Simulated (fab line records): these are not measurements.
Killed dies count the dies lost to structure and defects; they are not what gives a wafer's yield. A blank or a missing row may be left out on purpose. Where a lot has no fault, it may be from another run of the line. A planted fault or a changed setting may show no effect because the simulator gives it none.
Which of the tools did it? -- flow n5-finfet -- 9 lots with 26 wafers sampled at 5 steps, on a route of 1938 steps

== WHAT THE GAUGES SHOWED, per wafer ==
N5_BEOL_M4_RC_MEAS_101.
lot,measured,on,COMB_M2_max_site (S/m)
L449,day 7 20:03,prober-01,9.1e-11 7.6e-11 8.7e-11
L452,day 9 03:16,prober-02,8.4e-11 6.9e-11 7.6e-11
L453,day 9 04:07,prober-01,8.5e-11 4.6e-11 6.1e-11
L456,day 9 18:21,prober-02,7.3e-11 8.8e-11 9.1e-11
L458,day 10 10:15,prober-02,1.22e-10 8.8e-11 1.7e-10
L460,day 11 02:14,prober-02,6.4e-11 8.7e-11
L461,day 11 21:37,prober-02,6.3e-11 1.45e-10 1.56e-10
L468,day 13 01:34,prober-02,7.3e-11 8.1e-11 8.1e-11
L469,day 13 07:11,prober-02,8e-11 8.3e-11 5.6e-11

== WHAT TOOL EACH LOT RAN ON (gives the tool, then ch and the chambers of the sampled wafers, and finally the start) ==
lot,N5_BEOL_M2_ALD_98,N5_BEOL_M2_DEGAS_44,N5_BEOL_M2_ALD_84,N5_BEOL_M2_SPUTTER_79
L449,"ald-sin-02 ch 0,1,3, day 6 12:56","pvd-sputter-03, day 6 18:53","ald-metal-02 ch 0,1,3, day 6 18:59","pvd-sputter-03, day 6 19:42"
L452,"ald-sin-03 ch 0,2,3, day 7 12:19","pvd-sputter-03, day 7 15:56","ald-metal-02 ch 0,2, day 7 16:02","pvd-sputter-02, day 7 18:13"
L453,"ald-sin-01 ch 2,3, day 7 18:01","pvd-sputter-03, day 7 21:02","ald-metal-02 ch 0,1, day 7 21:08","pvd-sputter-03, day 7 21:49"
L456,"ald-sin-03 ch 1,3, day 8 12:14","pvd-sputter-03, day 8 15:04","ald-metal-03 ch 0,1, day 8 15:10","pvd-sputter-03, day 8 16:10"
L458,"ald-sin-03 ch 0,1, day 9 10:43","pvd-sputter-03, day 9 14:15","ald-metal-02 ch 0,1,2, day 9 14:21","pvd-sputter-01, day 9 15:03"
L460,"ald-sin-01 ch 0,2, day 9 23:44","pvd-sputter-03, day 10 00:35","ald-metal-04 ch 1,2, day 10 00:41","pvd-sputter-02, day 10 01:22"
L461,"ald-sin-03 ch 0,2, day 10 17:07","pvd-sputter-03, day 10 20:02","ald-metal-02 ch 0,1,2, day 10 20:08","pvd-sputter-01, day 10 20:55"
L468,"ald-sin-02 ch 0,3, day 11 20:18","pvd-sputter-02, day 11 21:13","ald-metal-04 ch 0,3, day 11 21:20","pvd-sputter-02, day 11 22:08"
L469,"ald-sin-03 ch 1,2,3, day 11 21:35","pvd-sputter-02, day 12 00:55","ald-metal-03 ch 0,1,3, day 12 01:02","pvd-sputter-01, day 12 03:13"
- N5_BEOL_M2_ALD_98: deposits SiO2, target thk 2.5 nm, pulse time 1 s, co reactant pulse time 1 s.
- N5_BEOL_M2_DEGAS_44: time 60 s.
- N5_BEOL_M2_ALD_84: deposits TaN, pulse time 2 s, purge time 3 s, co reactant purge time 2 s.
- N5_BEOL_M2_SPUTTER_79: material Cu, target thk 4.5 nm, time 8.29 s.

== THE ANSWER, worked out from the rows above alone ==
Rule: usual is defined by the lots themselves. Put in order of their means at a reading, lots are off if they are a third of the lots or fewer, leave a main group of 4 or more, and stand apart from it by a gap of 3 or more times the standard deviation of the main group's means; of several such gaps the widest counts. If all means in a main group match to the digits the tables above print for the reading, that group is not used. Also off: a lot with no number at a reading for which 4 or more lots have one. The other lots that the step has rows for count as sound.
Off: at N5_BEOL_M4_RC_MEAS_101 (COMB_M2_max_site), L458, L461. The main group: mean 8e-11 S/m, standard deviation 6.5e-12.
A tool fits if, at a process step before that reading, it ran every lot that is off, and no sound lot after the first of them. The gauges at N5_BEOL_M4_RC_MEAS_101 are tried like those tools. One candidate fits, namely ald-metal-02 at N5_BEOL_M2_ALD_84. Its last sound lot is L453 (day 7 21:08), its first lot that is off L458 (day 9 14:21): a fault that began between those two fits.

== WHAT THE SIMULATOR HAD INSERTED ==
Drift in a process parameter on ald-metal-02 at N5_BEOL_M2_ALD_84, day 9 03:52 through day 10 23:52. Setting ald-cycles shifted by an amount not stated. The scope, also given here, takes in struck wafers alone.
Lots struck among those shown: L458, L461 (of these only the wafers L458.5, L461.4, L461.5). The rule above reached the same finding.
